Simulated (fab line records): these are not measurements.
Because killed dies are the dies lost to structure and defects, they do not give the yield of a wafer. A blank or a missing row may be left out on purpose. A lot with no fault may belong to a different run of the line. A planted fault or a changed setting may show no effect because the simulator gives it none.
Matching of chambers    flow nand harc    3 sister chambers for NHARC_P_CONTACT_DEP_30 on pecvd-03
The step deposits SiNx, target thk 30 nm. 6 wafers are shown with their chamber, then 8 later ones without.

WAFERS PAIRED WITH THEIR CHAMBERS
wafer   chamber  heater power w (W)  susceptor temp C (C)
L089.4  1        865                 399.96
L089.5  2        750                 400.34
L090.1  0        793                 399.67
L090.5  1        823                 399.98
L090.6  2        815                 400.01
L093.1  0        740                 399.84

WAFERS WITHOUT THEIR CHAMBER
wafer   heater power w (W)  susceptor temp C (C)
L093.3  738                 399.93
L093.4  745                 399.86
L094.2  766                 399.48
L094.4  762                 399.78
L094.6  768                 400.10
L095.3  700                 399.99
L095.4  727                 400.17
L095.5  735                 399.81

CHAMBER TAKEN BY EACH
wafer    from the rows above            in truth
L093.3   can't be placed: 0 or 2 or 1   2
L093.4   can't be placed: 0 or 2 or 1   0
L094.2   0                              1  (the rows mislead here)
L094.4   0                              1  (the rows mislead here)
L094.6   can't be placed: 2 or 1 or 0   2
L095.3   can't be placed: 0 or 2 or 1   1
L095.4   can't be placed: 2 or 0 or 1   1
L095.5   can't be placed: 0 or 2        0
0 of 8 placed correctly. From these rows, 6 cannot be placed; in 6 the true chamber is one of the candidates. 2 placed wrongly.
How it was worked out, from the rows above alone: a wafer's distance from a chamber is the root of the sum, over the readings, of the square of ((its reading less the chamber's mean) divided by the reading's scatter). The wafer belongs to the nearest chamber; if the next one is less than 2 further off, it can't be placed. The mean given for a chamber averages the wafers shown for that chamber. How the scatter is found: for the shown wafers, subtract from each reading the mean of its chamber, square and add these, divide the total by (wafers less chambers), then take the root.
